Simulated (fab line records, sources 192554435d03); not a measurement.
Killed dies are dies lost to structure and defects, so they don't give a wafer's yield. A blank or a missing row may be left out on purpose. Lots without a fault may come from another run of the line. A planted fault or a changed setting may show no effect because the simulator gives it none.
Chamber matching | flow n5_finfet | N5_SPACER0_ALD_07 on ald_sin-02: 4 sister chambers
The step deposits SiNx, target thk 2 nm. 8 wafers are shown with their chamber, then 11 later ones without.

WAFERS WITH THEIR CHAMBER
wafer  | chamber | heater_power_w (W)
L086.2 | 2       | 828
L086.4 | 0       | 855
L087.6 | 2       | 817
L088.2 | 0       | 838
L088.4 | 1       | 765
L091.4 | 1       | 747
L091.6 | 3       | 990
L093.1 | 3       | 1029

WAFERS WITHOUT THEIR CHAMBER
wafer  | heater_power_w (W)
L093.2 | 830
L093.5 | 1019
L095.1 | 826
L095.4 | 993
L095.5 | 816
L096.1 | 802
L096.4 | 761
L096.6 | 778
L097.1 | 849
L097.4 | 1010
L097.6 | 990

WHICH CHAMBER EACH WENT THROUGH
wafer  | from the rows above          | in truth
L093.2 | can't be placed: 2 or 0      | 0
L093.5 | 3                            | 3
L095.1 | can't be placed: 2 or 0      | 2
L095.4 | 3                            | 3
L095.5 | can't be placed: 2 or 0      | 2
L096.1 | can't be placed: 2 or 0 or 1 | 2
L096.4 | 1                            | 1
L096.6 | can't be placed: 1 or 2      | 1
L097.1 | can't be placed: 0 or 2      | 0
L097.4 | 3                            | 3
L097.6 | 3                            | 3
Placed correctly: 5 of 11. Can't be placed from these rows: 6 (the true chamber is among the candidates in 6). Placed wrongly: 0.
How it was worked out, from the rows above alone: a wafer's distance from a chamber is the root of the sum, over the readings, of the square of ((its reading less the chamber's mean) divided by the reading's scatter). The wafer belongs to the nearest chamber; if the next one is less than 2 further off, it can't be placed. A chamber's mean is the mean of its shown wafers. The scatter: the root of (the sum of the squares of (reading less its chamber's mean) over the shown wafers, divided by (wafers less chambers)).
